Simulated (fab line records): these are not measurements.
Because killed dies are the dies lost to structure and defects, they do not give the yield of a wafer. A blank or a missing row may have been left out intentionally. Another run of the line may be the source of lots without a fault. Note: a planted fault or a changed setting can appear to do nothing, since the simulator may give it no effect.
Check of tool commonality || flow nand harc || 36 wafers sampled across 12 lots

== REASON FOR OPENING ==
At NHARC_P_ZERO_WELL_CD_MEAS_24 the reading cd nm is flagged on 1 of 12 lots. Wafers without a fault read 720.5 nm, standard deviation 2.3.
Rule: flag the lot when none of its wafers has a number, or when each of its wafers that has one lies beyond 4 standard deviations from that mean. All remaining lots are regarded as sound.

{"lot": "L303", "measured": "day 1 14:29", "on": "cd sem-02", "cd nm (nm), wafer by wafer": "722.4 720.1 719.2", "flag": ""}
{"lot": "L305", "measured": "day 2 02:52", "on": "cd sem-02", "cd nm (nm), wafer by wafer": "722.4 721.1 718.5", "flag": ""}
{"lot": "L307", "measured": "day 2 14:28", "on": "cd sem-02", "cd nm (nm), wafer by wafer": "721.4 719.1 720.7", "flag": ""}
{"lot": "L308", "measured": "day 2 20:36", "on": "cd sem-01", "cd nm (nm), wafer by wafer": "718.7 721.2 722.3", "flag": ""}
{"lot": "L309", "measured": "day 3 02:28", "on": "cd sem-01", "cd nm (nm), wafer by wafer": "718.5 720.2 717.3", "flag": ""}
{"lot": "L310", "measured": "day 3 08:21", "on": "cd sem-03", "cd nm (nm), wafer by wafer": "634.7 638.0 637.6", "flag": "FLAGGED"}
{"lot": "L314", "measured": "day 4 08:36", "on": "cd sem-03", "cd nm (nm), wafer by wafer": "715.0 717.1 717.9", "flag": ""}
{"lot": "L319", "measured": "day 5 14:35", "on": "cd sem-03", "cd nm (nm), wafer by wafer": "723.9 719.3 719.3", "flag": ""}
{"lot": "L320", "measured": "day 5 20:35", "on": "cd sem-02", "cd nm (nm), wafer by wafer": "724.2 723.0 719.4", "flag": ""}
{"lot": "L321", "measured": "day 6 02:27", "on": "cd sem-01", "cd nm (nm), wafer by wafer": "721.9 721.0 715.4", "flag": ""}
{"lot": "L323", "measured": "day 6 14:36", "on": "cd sem-03", "cd nm (nm), wafer by wafer": "720.2 721.2 721.4", "flag": ""}
{"lot": "L324", "measured": "day 6 20:28", "on": "cd sem-02", "cd nm (nm), wafer by wafer": "720.4 714.7 718.9", "flag": ""}
The mean of the flagged lots' numbers is 636.8 nm, -83.7 nm from the usual (-36 standard deviations).

== EACH LOT AND THE TOOL IT RAN ON ==
The record keeps 1 process step preceding the reading, out of 1159 steps on the route. Read each cell as the tool, then ch plus the chambers that the sampled wafers visited, then the start.
{"lot": "L303", "flag": "", "NHARC_P_ZERO_WELL_EXPOSE_21": "krf scanner-01 ch 0, day 1 14:20"}
{"lot": "L305", "flag": "", "NHARC_P_ZERO_WELL_EXPOSE_21": "krf scanner-01 ch 0, day 2 02:42"}
{"lot": "L307", "flag": "", "NHARC_P_ZERO_WELL_EXPOSE_21": "krf scanner-01 ch 0, day 2 14:19"}
{"lot": "L308", "flag": "", "NHARC_P_ZERO_WELL_EXPOSE_21": "krf scanner-03 ch 0, day 2 20:26"}
{"lot": "L309", "flag": "", "NHARC_P_ZERO_WELL_EXPOSE_21": "krf scanner-03 ch 0, day 3 02:19"}
{"lot": "L310", "flag": "FLAGGED", "NHARC_P_ZERO_WELL_EXPOSE_21": "krf scanner-03 ch 0, day 3 08:12"}
{"lot": "L314", "flag": "", "NHARC_P_ZERO_WELL_EXPOSE_21": "krf scanner-03 ch 0, day 4 08:26"}
{"lot": "L319", "flag": "", "NHARC_P_ZERO_WELL_EXPOSE_21": "krf scanner-03 ch 0, day 5 14:26"}
{"lot": "L320", "flag": "", "NHARC_P_ZERO_WELL_EXPOSE_21": "krf scanner-04 ch 0, day 5 20:26"}
{"lot": "L321", "flag": "", "NHARC_P_ZERO_WELL_EXPOSE_21": "krf scanner-04 ch 0, day 6 02:18"}
{"lot": "L323", "flag": "", "NHARC_P_ZERO_WELL_EXPOSE_21": "krf scanner-01 ch 0, day 6 14:26"}
{"lot": "L324", "flag": "", "NHARC_P_ZERO_WELL_EXPOSE_21": "krf scanner-01 ch 0, day 6 20:19"}
What the steps here do:
- NHARC_P_ZERO_WELL_EXPOSE_21: exposes mask P NWELL, target cd 720 nm.
- NHARC_P_ZERO_WELL_CD_MEAS_24: target cd 720 nm.

== FLAGGED AGAINST TOTAL, ONE TOOL AT A TIME (gauges that did the reading follow at the end) ==
{"step": "NHARC_P_ZERO_WELL_EXPOSE_21", "tool": "krf scanner-01", "lots run": 5, "flagged": 0, "share of the flagged lots": "none", "sound lots run after its first flagged lot": "-"}
{"step": "NHARC_P_ZERO_WELL_EXPOSE_21", "tool": "krf scanner-03", "lots run": 5, "flagged": 1, "share of the flagged lots": "all", "sound lots run after its first flagged lot": "2 (L314,L319)"}
{"step": "NHARC_P_ZERO_WELL_EXPOSE_21", "tool": "krf scanner-04", "lots run": 2, "flagged": 0, "share of the flagged lots": "none", "sound lots run after its first flagged lot": "-"}
{"step": "NHARC_P_ZERO_WELL_CD_MEAS_24", "tool": "cd sem-01", "lots run": 3, "flagged": 0, "share of the flagged lots": "none", "sound lots run after its first flagged lot": "-"}
{"step": "NHARC_P_ZERO_WELL_CD_MEAS_24", "tool": "cd sem-02", "lots run": 5, "flagged": 0, "share of the flagged lots": "none", "sound lots run after its first flagged lot": "-"}
{"step": "NHARC_P_ZERO_WELL_CD_MEAS_24", "tool": "cd sem-03", "lots run": 4, "flagged": 1, "share of the flagged lots": "all", "sound lots run after its first flagged lot": "3 (L314,L319,L323)"}

== WHAT THE TABLE PERMITS ==
2 rows of the table ran every flagged lot: krf scanner-03 at NHARC_P_ZERO_WELL_EXPOSE_21, cd sem-03 at NHARC_P_ZERO_WELL_CD_MEAS_24.
- krf scanner-03 at NHARC_P_ZERO_WELL_EXPOSE_21: 1 of its 5 lots flagged. Lots that were sound ran on it after the first flagged one (L314, L319); a persistent fault on the entire tool would not allow that.
- cd sem-03 at NHARC_P_ZERO_WELL_CD_MEAS_24: 1 of its 4 lots flagged. Lots that were sound ran on it after the first flagged one (L314, L319, L323); a persistent fault on the entire tool would not allow that.
Not one row of the table ran every flagged lot while running no sound lot after the first.

== WHAT THE SIMULATOR HAD PUT IN ==
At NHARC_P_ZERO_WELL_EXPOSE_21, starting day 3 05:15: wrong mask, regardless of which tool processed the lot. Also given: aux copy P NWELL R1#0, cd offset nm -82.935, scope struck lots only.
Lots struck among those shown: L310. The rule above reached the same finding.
